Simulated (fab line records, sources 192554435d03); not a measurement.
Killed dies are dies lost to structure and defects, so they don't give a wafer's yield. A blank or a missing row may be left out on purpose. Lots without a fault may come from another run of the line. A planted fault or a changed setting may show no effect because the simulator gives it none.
Problem report in the 8D (eight disciplines) form, filled by code | flow n5_finfet | the parts of the form that need people (team, actions taken, sign-off) are left out

1. THE PROBLEM
RS_SD_N at N5_SD_ACTIVATION_RS_MEAS_03 reads a mean of 26.07 ohm/sq on 6 wafers of 2 lots; wafers without a fault read 21.95 ohm/sq with a standard deviation of 0.28. That is +15 standard deviations from the usual mean.
The step: measures by four-point-probe.
First seen on wafer L378.1, day 7 03:50, on film_metro-01. The record holds 26 wafers of 9 lots with a number at this step. Rule for "out", or "out of limits": more than 4 standard deviations from the usual mean. The other wafers with a number count as sound.

2. WHAT IT IS AND WHAT IT IS NOT
question                    | is                           | is not
which readings at this step | RS_SD_N                      | RS_SD_P
which lots                  | L378, L380                   | L364, L367, L369, L370, L372, L374, L385
which wafers of those lots  | all that have a number       | -
read on which gauges        | film_metro-01, film_metro-02 | -
when                        | from day 7 03:50             | up to then (17 sound wafers); but 3 sound wafers of L385 came after

3. SUSPECTS, AND WHAT RULES EACH OUT
Counting: a tool at a process step up to the reading stays a suspect if it ran every lot that is out and no sound lot after the first of them.
- the gauge at N5_SD_ACTIVATION_RS_MEAS_03: ruled out. The wafers that are out were read on 2 gauges (film_metro-01, film_metro-02).
- laser_anneal-02 at N5_SD_ACTIVATION_LSA_01 (time 0.0008 s): kept. It ran every lot that is out, first L378 (day 7 03:38), and no sound lot after that; its last sound lot up to then is L374 (day 6 07:13). Its own readings are out on those wafers: wafer_temp_C_max.
Left after counting: laser_anneal-02 at N5_SD_ACTIVATION_LSA_01.

4. THE CAUSE (what the simulator had put in)
Process parameter drift: laser_anneal-02, from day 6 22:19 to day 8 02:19, at N5_SD_ACTIVATION_LSA_01. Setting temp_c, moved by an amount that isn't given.
Counting left only this tool.

5. THE CHAIN OF EFFECTS, in route order
Each row: a reading whose mean over the struck wafers that have a number lies more than 3 standard deviations from the usual. Only readings for which the record gives a usual standard deviation are gone through. hours: the time from each lot's start at the first step in this table that gives one to its start at this step, as a median over the lots. sigmas: the change in usual standard deviations.
hours | step                        | reading          | usual        | on struck wafers | change | sigmas
0     | N5_SD_ACTIVATION_LSA_01     | wafer_temp_C_max | 1085.6       | 1043.7           | -41.9  | -26
0     | N5_SD_ACTIVATION_RS_MEAS_03 | RS_SD_N          | 21.95 ohm/sq | 26.07            | +4.12  | +15
114   | N5_BEOL_M4_RC_MEAS_101      | RC_DENSE_N       | 19.1 ohm.um  | 22.4             | +3.3   | +8.1
114   | N5_BEOL_M4_RC_MEAS_101      | RC_N             | 15.6 ohm.um  | 18.4             | +2.8   | +8.6
114   | N5_BEOL_M4_RC_MEAS_101      | REXT_N           | 75.2 ohm.um  | 83.1             | +7.9   | +4.4
114   | N5_BEOL_M4_RC_MEAS_101      | RS_SD_N          | 28.5 ohm/sq  | 32.9             | +4.4   | +12
The process steps in it:
- N5_SD_ACTIVATION_LSA_01: time 0.0008 s.
Later measuring or inspecting steps at which every struck wafer that the step has a row for has a number for every such reading, and none has moved that far: N5_ILD0_THK_MEAS_08.

6. WHAT WOULD HAVE CAUGHT IT SOONER
In this record the first reading out of limits at a measuring or inspecting step was taken at day 7 03:50, 6 hours after the fault began at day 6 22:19.
The tool's own readings at N5_SD_ACTIVATION_LSA_01 were out on every struck wafer that the step has a row for (wafer_temp_C_max): an alarm limit on them would have fired on the first of those.
Of the lots that are out (2), L380 began N5_SD_ACTIVATION_LSA_01 on laser_anneal-02 after day 7 03:50. A hold on the tool at that time would have spared it.
